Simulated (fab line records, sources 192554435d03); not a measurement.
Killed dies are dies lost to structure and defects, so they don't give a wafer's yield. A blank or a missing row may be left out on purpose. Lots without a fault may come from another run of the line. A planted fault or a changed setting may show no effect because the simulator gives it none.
fab line records | flow n5_finfet
record lots=5 wafers=15 last_day=17
route steps=1938 shown STI_FIN_REVEAL@188
lots that met no fault: from a run of the same line without faults
start_h: hours from the record's first day to the start of the lot's first wafer shown | wait_h: hours since the lot's step before | " the same as in the row above | L1.1+2: a row that stands for several wafers | - no value, or no start given | * or withheld: withheld | < > ~ a bound
route shown NAME@n: a module of which the file shows steps, and the number in the route of the first | usual: mean/standard deviation of fault-free wafers | same: alike in all rows | chamber/n: place in a boat | sites: the reading at each site | _std_site: their standard deviation | _edge_site: outer sites' mean less inner sites' | radius_mm: how far each site lies from the wafer's centre | mask NAME#n: copy n | behind: the tool/chamber that last shaped the wafer | hold: why the lot was held/for how many hours/how that ended | device: the transistor (n, p or np) that didn't switch | end of line: the same wafers' tests at the end of the route | a step without rows: its recipe alone | killed: dies lost to structure and defects at the first sort, not the wafer's yield | map: a wafer's dies, x killed, . not, _ none there
set.NAME: the setting as run; set.NAME@STEP: as run at that earlier step | model.NAME: the simulator's own value behind a step, which no gauge read
lots at some steps of the route; a table a step, a row a wafer
services: from which hour (start_h, from the record's first day; less than 0 if before it) a tool's chamber was out of use, for how many hours, and why
## steps
# step N5_STI_FIN_REVEAL_THK_MEAS_05
# usual thk_nm=131.9/1.1
# columns lot.wafer tool chamber start_h wait_h thk_nm
L075.2 film_metro-01 - 43.95 - 131.9
L075.3 " - " " 131.3
L075.5 " - " " 133.2
L080.1 film_metro-01 - 69.93 - 131.4
L080.4 " - " " 132.4
L080.5 " - " " 131.4
L088.1 film_metro-02 - 118.83 - 131.0
L088.2 " - " " 131.5
L088.6 " - " " 131.8
L090.2 film_metro-01 - 130.54 - 131.4
L090.3 " - " " 130.8
L090.6 " - " " 132.0
L097.3 film_metro-01 - 171.44 - 133.5
L097.4 " - " " 133.1
L097.6 " - " " 133.4
# step N5_STI_FIN_REVEAL_DENSIFY_30
# recipe temp_c=* time_s=* ambient=N2 idle_temp_c=600 ramp_up_c_per_s=150 ramp_down_c_per_s=60 cool_to_c=600
# usual lamp_power_pct=11.53/0.053 lamp_zone_5_pct=11.535/0.018 wafer_temp_C_max=*
# columns lot.wafer tool chamber start_h wait_h lamp_power_pct lamp_zone_5_pct wafer_temp_C_max
L075.2 rtp_anneal-01 0 44.07 0.1 11.52 11.527 *
L075.3 " 0 " " 11.57 11.540 *
L075.5 " 0 " " 11.50 11.547 *
L080.1 rtp_anneal-02 0 70.12 0.2 11.52 11.554 *
L080.4 " 0 " " 11.56 11.548 *
L080.5 " 0 " " 11.62 11.561 *
L088.1 rtp_anneal-02 0 118.87 0.0 11.52 11.533 *
L088.2 " 0 " " 11.50 11.523 *
L088.6 " 0 " " 11.63 11.534 *
L090.2 rtp_anneal-02 0 130.60 0.1 11.42 11.520 *
L090.3 " 0 " " 11.53 11.476 *
L090.6 " 0 " " 11.56 11.527 *
L097.3 rtp_anneal-02 0 171.53 0.1 11.56 11.503 *
L097.4 " 0 " " 11.53 11.507 *
L097.6 " 0 " " 11.49 11.555 *
# step N5_STI_FIN_REVEAL_ETCHBACK_08
# recipe chemistry=C4F6/O2 target=SiO2 target_depth_a=305 time_s=10.167 ion_energy_ev=250 pressure_mtorr=30 source_w=345 bias_w=185 Ar_flow_sccm=300 C4F6_flow_sccm=10 O2_flow_sccm=10
# usual O2_flow_sccm=10.004/0.03 drypump_motor_current_A=5.4/0.49 oes_product_au=0.78/0.069 rf_vpp_V=657/13 showerhead_plenum_p_Torr=2.82/0.083 throttle_valve_pct=21.29/0.22
# columns lot.wafer tool chamber start_h wait_h O2_flow_sccm drypump_motor_current_A oes_product_au rf_hours_counter_h rf_vpp_V showerhead_plenum_p_Torr throttle_valve_pct
L075.2 rie_diel-04 1 44.25 0.2 10.039 5.8 0.79 129 666 2.72 20.81
L075.3 " 3 " " 9.981 5.1 0.81 81 663 2.89 21.34
L075.5 " 0 " " 9.976 5.7 0.72 - 665 2.96 21.15
L080.1 rie_diel-04 0 70.33 0.2 9.935 5.7 0.71 177 665 2.96 21.18
L080.4 " 3 " " 10.004 5.1 0.80 89 665 2.89 21.34
L080.5 " 2 " " 9.986 6.3 0.92 - 653 2.81 21.44
L088.1 rie_diel-04 0 119.15 0.2 10.023 5.7 0.69 196 663 2.95 21.20
L088.2 " 1 " " 9.996 5.8 0.77 160 665 2.71 20.85
L088.6 " 0 " " 9.990 5.7 0.69 - 663 2.95 21.20
L090.2 rie_diel-06 3 130.86 0.2 9.964 4.8 0.69 250 649 2.71 21.53
L090.3 " 2 " " 10.019 5.3 0.74 164 647 2.83 21.25
L090.6 " 3 " " 9.982 4.9 0.69 - 650 2.71 21.53
L097.3 rie_diel-06 2 171.68 0.1 10.014 5.3 0.74 183 647 2.82 21.30
L097.4 " 2 " " 10.007 5.3 0.73 - 647 2.82 21.29
L097.6 " 0 " " 10.007 4.8 0.75 - 641 2.76 21.26
# step N5_STI_FIN_REVEAL_STRIP_24
# recipe chemistry=N2/H2 time_s=90 power_w=100 temp_c=40 pressure_mtorr=100 rf_frequency_hz=6e+07 bias_power_w=3 n2_flow_sccm=300 h2_flow_sccm=300
# usual drypump_motor_current_A=5.4/0.49 oes_product_au=0.78/0.072 rf_vpp_V=45.2/0.87 showerhead_plenum_p_Torr=3.33/0.1 throttle_valve_pct=12.30/0.23
# columns lot.wafer tool chamber start_h wait_h drypump_motor_current_A oes_product_au rf_hours_counter_h rf_vpp_V showerhead_plenum_p_Torr throttle_valve_pct
L075.2 rie_diel-04 1 44.28 0.0 5.9 0.80 129 43.4 3.27 12.10
L075.3 " 3 " " 5.1 0.81 81 45.5 3.40 12.12
L075.5 " 0 " " 5.7 0.72 - 44.6 3.51 12.35
L080.1 rie_diel-04 0 70.37 0.0 5.7 0.71 177 45.1 3.50 12.38
L080.4 " 3 " " 5.1 0.80 89 44.7 3.40 12.14
L080.5 " 2 " " 6.3 0.91 - 43.6 3.31 12.12
L088.1 rie_diel-04 0 119.18 0.0 5.8 0.70 196 44.8 3.49 12.44
L088.2 " 1 " " 5.9 0.77 160 45.4 3.26 12.18
L088.6 " 0 " " 5.8 0.70 - 46.6 3.49 12.43
L090.2 rie_diel-06 3 130.90 0.0 4.9 0.68 250 46.0 3.20 12.67
L090.3 " 2 " " 5.3 0.76 164 45.3 3.37 12.48
L090.6 " 3 " " 4.9 0.69 - 45.2 3.20 12.68
L097.3 rie_diel-06 2 171.72 0.0 5.3 0.74 183 45.1 3.36 12.52
L097.4 " 2 " " 5.3 0.74 - 44.9 3.36 12.51
L097.6 " 0 " " 4.8 0.76 - 44.5 3.23 12.11
# step N5_STI_FIN_REVEAL_PRECLEAN_25
# recipe chemistry=SPM time_s=90 temp_c=120 mix=4:1
# columns lot.wafer tool chamber start_h wait_h
L075.2+3+5 wet_bench-02 4,6,7 44.41 0.1
L080.1+4+5 wet_bench-03 1,2,3 70.49 0.1
L088.1+2+6 wet_bench-02 4,5,6 119.30 0.1
L090.2+3+6 wet_bench-01 1,7,0 131.02 0.1
L097.3+4+6 wet_bench-03 7,5,6 171.84 0.1
# step N5_STI_FIN_REVEAL_PRECLEAN_26
# recipe chemistry=SC1 time_s=45 temp_c=46 mix=1:2:100
# columns lot.wafer tool chamber start_h wait_h
L075.2+3+5 wet_bench-02 4,6,7 44.43 0.0
L080.1+4+5 wet_bench-03 1,2,3 70.52 0.0
L088.1+2+6 wet_bench-02 4,5,6 119.33 0.0
L090.2+3+6 wet_bench-01 1,7,0 131.05 0.0
L097.3+4+6 wet_bench-03 7,5,6 171.87 0.0
# step N5_STI_FIN_REVEAL_PRECLEAN_29
# recipe chemistry=DHF time_s=30 temp_c=25 dilution=300:1
# columns lot.wafer tool chamber start_h wait_h
L075.2+3+5 wet_bench-02 4,6,7 44.45 0.0
L080.1+4+5 wet_bench-03 1,2,3 70.53 0.0
L088.1+2+6 wet_bench-02 4,5,6 119.34 0.0
L090.2+3+6 wet_bench-01 1,7,0 131.06 0.0
L097.3+4+6 wet_bench-03 7,5,6 171.88 0.0
# step N5_STI_FIN_REVEAL_SRD_12
# recipe time_s=30 temp_c=23 rinse_liquid=diw dry=ipa_marangoni
# columns lot.wafer tool chamber start_h wait_h
L075.2+3+5 wet_bench-02 4,6,7 44.45 0.0
L080.1+4+5 wet_bench-03 1,2,3 70.54 0.0
L088.1+2+6 wet_bench-02 4,5,6 119.35 0.0
L090.2+3+6 wet_bench-01 1,7,0 131.07 0.0
L097.3+4+6 wet_bench-03 7,5,6 171.89 0.0
# step N5_STI_FIN_REVEAL_RECESS_09
# recipe chemistry=HF/NH3 target=SiO2 afs_cycles=11 target_depth_a=425 temp_c=30 sublimation_temp_c=180 sublimation_time_s=60
# usual drypump_motor_current_A=5.96/0.14
# columns lot.wafer tool chamber start_h wait_h drypump_motor_current_A
L075.2 vapor_etch-02 1 44.50 0.0 5.97
L075.3 " 1 " " 5.99
L075.5 " 1 " " 6.00
L080.1 vapor_etch-02 1 70.58 0.0 5.95
L080.4 " 1 " " 5.93
L080.5 " 0 " " 5.74
L088.1 vapor_etch-01 0 119.40 0.0 5.92
L088.2 " 1 " " 6.13
L088.6 " 1 120.46 1.1 6.13
L090.2 vapor_etch-02 1 131.12 0.0 5.98
L090.3 " 1 " " 5.99
L090.6 " 0 " " 5.76
L097.3 vapor_etch-01 0 172.47 0.6 5.94
L097.4 " 1 " " 6.16
L097.6 " 1 " " 6.16
# step N5_STI_FIN_REVEAL_STRIP_16
# recipe chemistry=H3PO4 material=SiNx temp_c=165 target_depth_a=238 overetch_fraction=0.4964 dry=ipa_marangoni
# columns lot.wafer tool chamber start_h wait_h
L075.2+3+5 wet_bench-03 0,2,5 46.12 1.1
L080.1+4+5 wet_bench-01 7,5,1 72.20 1.1
L088.1+2+6 wet_bench-03 2,3,6 121.01 1.1
L090.2+3+6 wet_bench-02 6,7,0 132.73 1.1
L097.3+4+6 wet_bench-03 6,7,1 173.56 0.6
# step N5_STI_FIN_REVEAL_PRECLEAN_17
# recipe chemistry=NF3:NH3 afs_cycles=1 temp_c=30 time_s=20 sublimation_temp_c=180 sublimation_time_s=60 pressure_torr=3 rf_power_w=30
# columns lot.wafer tool chamber start_h wait_h
L075.2+3+5 remote_plasma-02 0 46.42 0.1
L080.1+4+5 remote_plasma-02 1 72.47 0.0
L088.1+2+6 remote_plasma-01 0 121.31 0.0
L090.2+3+6 remote_plasma-01 1 133.03 0.1
L097.3+4+6 remote_plasma-02 0 173.89 0.1
# step N5_STI_FIN_REVEAL_ETCH_34
# recipe chemistry=H2 mode=isotropic material=Si target=Si target_depth_a=9.7 temp_c=20 pressure_mtorr=4.5 icp_w=300 bias_w=0 h2_flow_sccm=7.5 he_flow_sccm=142.5
# usual drypump_motor_current_A=5.9/0.41 oes_product_au=0.995/0.019 throttle_valve_pct=25.5/0.64
# columns lot.wafer tool chamber start_h wait_h drypump_motor_current_A oes_product_au rf_hours_counter_h throttle_valve_pct
L075.2 rie_si-06 2 46.59 0.1 6.2 1.033 88 25.6
L075.3 " 0 " " 5.9 1.023 49 26.7
L075.5 " 2 " " 6.2 1.019 - 25.6
L080.1 rie_si-03 1 72.67 0.2 5.5 0.997 26 24.7
L080.4 " 3 " " 5.6 0.996 48 25.8
L080.5 " 1 " " 5.5 1.004 - 24.7
L088.1 rie_si-03 1 121.51 0.2 5.5 1.010 27 24.7
L088.2 " 3 " " 5.6 0.989 49 25.8
L088.6 " 0 " " 6.4 1.005 - 25.2
L090.2 rie_si-01 0 133.21 0.1 6.5 0.981 16 25.9
L090.3 " 3 " " 5.4 1.010 58 25.5
L090.6 " 0 " " 6.4 0.980 - 25.9
L097.3 rie_si-01 3 174.03 0.1 5.4 1.009 59 25.5
L097.4 " 0 " " 6.4 0.975 17 25.9
L097.6 " 3 " " 5.4 1.016 - 25.5
# step N5_STI_FIN_REVEAL_OXIDATION_31
# recipe chemistry=O2_PLASMA_REMOTE temp_c=150 time_s=20 pressure_mtorr=1000 source_power_w=2000 o2_flow_sccm=3000
# usual drypump_motor_current_A=6.0/0.38 heater_power_w=160/8.2 o2_flow_sccm=3002/7.7
# columns lot.wafer tool chamber start_h wait_h drypump_motor_current_A heater_power_w o2_flow_sccm rf_hours_counter_h
L075.2 plasma_asher-01 0 46.65 0.0 5.8 150 2998 96
L075.3 " 0 " " 5.8 156 2993 -
L075.5 " 1 " " 5.8 167 2999 -
L080.1 plasma_asher-02 1 72.73 0.0 6.7 167 2988 24
L080.4 " 0 " " 5.7 152 2993 -
L080.5 " 0 " " 5.7 153 2996 -
L088.1 plasma_asher-01 1 121.57 0.0 5.8 166 2992 111
L088.2 " 0 " " 5.8 151 2986 111
L088.6 " 0 " " 5.8 157 2993 -
L090.2 plasma_asher-01 1 133.27 0.0 5.8 170 2992 114
L090.3 " 1 " " 5.8 175 3007 -
L090.6 " 1 " " 5.8 174 3010 -
L097.3 plasma_asher-01 0 174.12 0.1 5.8 152 2994 -
L097.4 " 1 " " 5.8 172 3002 -
L097.6 " 0 " " 5.8 151 3001 -
# step N5_STI_FIN_REVEAL_PRECLEAN_32
# recipe chemistry=NF3:NH3 afs_cycles=1 temp_c=30 time_s=20 sublimation_temp_c=180 sublimation_time_s=60 pressure_torr=3 rf_power_w=30
# columns lot.wafer tool chamber start_h wait_h
L075.2+3+5 remote_plasma-01 1 46.76 0.1
L080.1+4+5 remote_plasma-01 1 72.82 0.1
L088.1+2+6 remote_plasma-02 1 121.65 0.1
L090.2+3+6 remote_plasma-01 0 133.38 0.1
L097.3+4+6 remote_plasma-02 0 174.24 0.1
# step N5_STI_FIN_REVEAL_STRIP_35
# recipe chemistry=H3PO4 material=Si3N4 temp_c=165 target_depth_a=40 time_s=39
# columns lot.wafer tool chamber start_h wait_h
L075.2+3+5 wet_bench-03 7,5,2 46.94 0.2
L080.1+4+5 wet_bench-01 2,3,7 73.03 0.2
L088.1+2+6 wet_bench-02 6,1,3 121.86 0.2
L090.2+3+6 wet_bench-01 0,2,3 133.56 0.2
L097.3+4+6 wet_bench-02 7,2,1 174.39 0.1
# step N5_STI_FIN_REVEAL_SRD_21
# recipe dry=ipa_marangoni time_s=30 temp_c=23 rinse_liquid=diw
# columns lot.wafer tool chamber start_h wait_h
L075.2+3+5 wet_bench-03 7,5,2 46.96 0.0
L080.1+4+5 wet_bench-01 2,3,7 73.04 0.0
L088.1+2+6 wet_bench-02 6,1,3 121.88 0.0
L090.2+3+6 wet_bench-01 0,2,3 133.58 0.0
L097.3+4+6 wet_bench-02 7,2,1 174.40 0.0
# step N5_STI_FIN_REVEAL_OXIDATION_33
# recipe chemistry=O2_PLASMA_REMOTE temp_c=150 time_s=20 pressure_mtorr=1000 source_power_w=2000 o2_flow_sccm=3000
# usual drypump_motor_current_A=6.0/0.4 heater_power_w=160/8 o2_flow_sccm=3001/9.7
# columns lot.wafer tool chamber start_h wait_h drypump_motor_current_A heater_power_w o2_flow_sccm rf_hours_counter_h
L075.2 plasma_asher-01 1 47.00 0.0 5.8 166 3003 96
L075.3 " 0 " " 5.7 153 2997 -
L075.5 " 1 " " 5.9 174 3015 -
L080.1 plasma_asher-02 0 73.08 0.0 5.7 155 3018 24
L080.4 " 0 " " 5.7 151 3014 -
L080.5 " 0 " " 5.7 150 3030 -
L088.1 plasma_asher-01 0 121.92 0.0 5.8 150 2997 111
L088.2 " 1 " " 5.8 170 2998 111
L088.6 " 1 " " 5.8 173 2993 -
L090.2 plasma_asher-01 1 133.62 0.0 5.9 171 2993 115
L090.3 " 0 " " 5.8 154 3010 -
L090.6 " 0 " " 5.8 152 2996 -
L097.3 plasma_asher-01 0 174.47 0.0 5.8 153 3008 -
L097.4 " 1 " " 5.8 170 2995 -
L097.6 " 1 " " 5.8 173 2999 -
# step N5_STI_FIN_REVEAL_CLEAN_19
# recipe chemistry=O3/DIW temp_c=25 time_s=120 o3_ppm=10
# columns lot.wafer tool chamber start_h wait_h
L075.2+3+5 wet_bench-01 2,0,7 47.09 0.1
L080.1+4+5 wet_bench-03 6,4,5 73.17 0.1
L088.1+2+6 wet_bench-02 4,3,5 122.01 0.1
L090.2+3+6 wet_bench-03 3,4,5 133.71 0.1
L097.3+4+6 wet_bench-03 0,3,2 174.54 0.0
# step N5_STI_FIN_REVEAL_SRD_23
# recipe dry=ipa_marangoni time_s=30 temp_c=23 rinse_liquid=diw
# columns lot.wafer tool chamber start_h wait_h
L075.2+3+5 wet_bench-01 2,0,7 47.13 0.0
L080.1+4+5 wet_bench-03 6,4,5 73.21 0.0
L088.1+2+6 wet_bench-02 4,3,5 122.05 0.0
L090.2+3+6 wet_bench-03 3,4,5 133.74 0.0
L097.3+4+6 wet_bench-03 0,3,2 174.57 0.0
# step N5_STI_FIN_REVEAL_CD_MEAS_22
# recipe target_cd_nm=6.238 pitch_nm=28 polarity=line
# usual cd_nm=6.32/0.24
# columns lot.wafer tool chamber start_h wait_h cd_nm
L075.2 cd_sem-01 - 47.17 0.0 6.73
L075.3 " - " " 6.46
L075.5 " - " " 6.34
L080.1 cd_sem-01 - 73.25 0.0 6.69
L080.4 " - " " 6.40
L080.5 " - " " 6.42
L088.1 cd_sem-03 - 122.09 0.0 6.46
L088.2 " - " " 6.42
L088.6 " - " " 6.00
L090.2 cd_sem-03 - 133.78 0.0 6.15
L090.3 " - " " 6.27
L090.6 " - " " 6.07
L097.3 cd_sem-02 - 174.62 0.0 6.42
L097.4 " - " " 6.34
L097.6 " - " " 6.33
## services
# columns tool chamber start_h hours kind
wet_bench-02 - 21.05 2.8 repair
rie_si-03 - 58.86 0.3 repair
rie_diel-04 3 62.88 3.4 repair
rie_diel-04 2 65.04 4.3 repair
plasma_asher-02 - 75.13 2.3 repair
rie_si-03 - 78.35 2.8 pm
rie_si-06 - 83.34 2.8 pm
rie_si-01 3 85.70 8.7 repair
vapor_etch-02 - 115.79 2.8 pm
wet_bench-01 - 120.50 1.2 repair
plasma_asher-02 - 127.36 15.6 pm
rie_si-01 - 145.71 0.7 repair
rie_diel-06 3 149.23 - clean
rie_diel-06 3 149.23 - consumable_replace:focus_ring
rie_diel-06 3 149.23 - consumable_replace:showerhead
rie_diel-06 3 149.23 23.9 scheduled_down
rie_diel-06 3 149.23 23.9 vent_cycle
wet_bench-02 - 158.65 4.3 repair
rie_diel-04 - 164.74 4.3 pm
rie_si-01 1 166.09 3.0 repair
plasma_asher-02 - 169.49 2.8 pm
## key
fault none
